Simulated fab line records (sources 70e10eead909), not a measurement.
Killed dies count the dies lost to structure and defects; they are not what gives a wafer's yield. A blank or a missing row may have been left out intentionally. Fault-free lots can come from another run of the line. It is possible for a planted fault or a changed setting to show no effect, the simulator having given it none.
A lot that was struck, set against a sound lot / flow nand harc / 15 out of 1302 route steps
Sound: wafers L280.2, L280.4, L280.5. Wafers struck: L279.1, L279.2, L279.5. At the end, the cause is stated.
Order at every step that has rows: each side's tool, ch and its chambers, its first start. Under that, the readings that differ: sound wafers / struck wafers / difference of the means / sigmas: that difference in standard deviations of wafers without a fault.
alike: readings whose means differ by less than 2 such deviations, and words and numbers that are the same on both sides. not compared: withheld readings, readings that some wafer has no value for, bounds like >300 that may hide the same value, and numbers for which the record gives no deviation and whose values overlap.
The two part at a step that has a row with sigmas, a row that says differs or no value, or rows on one side only. When numbers do not overlap yet have no deviation, they are printed without sigmas and do not part them. A reading that every wafer of one side lacks parts them only if that side has two wafers or more.

first, 8 steps without rows for these wafers: NHARC_A_CONTACT_COAT_34 (time 75 s); NHARC_A_CONTACT_COAT_35 (time 65 s); NHARC_A_CONTACT_COAT_36 (resist thk 90 nm); NHARC_A_CONTACT_SOFTBAKE_37 (time 55 s); NHARC_A_CONTACT_EBR_38; NHARC_A_CONTACT_EXPOSE_39 (exposes mask A CC 3); NHARC_A_CONTACT_PEB_40 (peb time 65 s); NHARC_A_CONTACT_DEVELOP_41 (develop time 35 s).
NHARC_A_CONTACT_CD_MEAS_42: the cd target is 300 nm.
  sound on cd sem-03 ch 0, day 22 14:47; struck on cd sem-01 ch 0, day 23 01:05
  alike: cd nm
NHARC_A_CONTACT_OVL_MEAS_43:
  sound on overlay-02 at day 22 14:53; struck on overlay-02 at day 23 01:11
  alike: overlay x nm, overlay y nm
NHARC_A_CONTACT_INSPECT_44:
  sound on defect inspect-01 at day 22 14:55; struck on defect inspect-01 at day 23 01:13
  alike: raw defect count
NHARC_A_CONTACT_DESCUM_47: chemistry O2, time 3 s.
  sound on rie diel-01 ch 0,3, day 22 14:59; struck on rie diel-04 ch 0,2,3, day 23 01:20
  alike: chamber pressure mTorr, drypump motor current A, oes product au, rf vpp V, showerhead plenum p Torr, throttle valve pct
  not compared: rf hours counter h
NHARC_A_CONTACT_ETCH_48: etches the open film in CF4, target depth 39 nm, time 65 s.
  sound on rie diel-01 ch 0,2,3, day 22 15:05; struck on rie diel-04 ch 1,3, day 23 01:25
  no value came back on the struck wafers for any of 9 readings (bias w (W), cf4 flow sccm (sccm) and others); on the sound wafers bias w (W) reads 100.22 100.16 100.28
  not compared: rf hours counter h
NHARC_A_CONTACT_ETCH_49: etches the open film in N2/H2, target depth 260 nm, time 475.3 s.
  sound on rie diel-01 ch 0,1; struck on rie diel-04 ch 0,3, day 23 01:32
  alike: bias w, chamber pressure mTorr, drypump motor current A, h2 flow sccm, oes product au, rf vpp V, showerhead plenum p Torr, throttle valve pct
  not compared: rf hours counter h
-- the record jumps here: 3 days lie between the struck wafers' starts before and after (it left off in module A_CONTACT and takes up again in module END, whose first step shown is number 1302 of the route) --
NHARC_END_SORT_01:
  at this point the record logs the struck wafers (prober-02 ch 0, day 25 23:23) and has no rows for the sound ones

WHERE THEY PART
Earliest at NHARC_A_CONTACT_ETCH_48; latest, in this record, at NHARC_END_SORT_01.

WHY: what had been put in by the simulator
Whole step skipped at NHARC_A_CONTACT_ETCH_48 on rie diel-04, starting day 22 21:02. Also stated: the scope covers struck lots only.
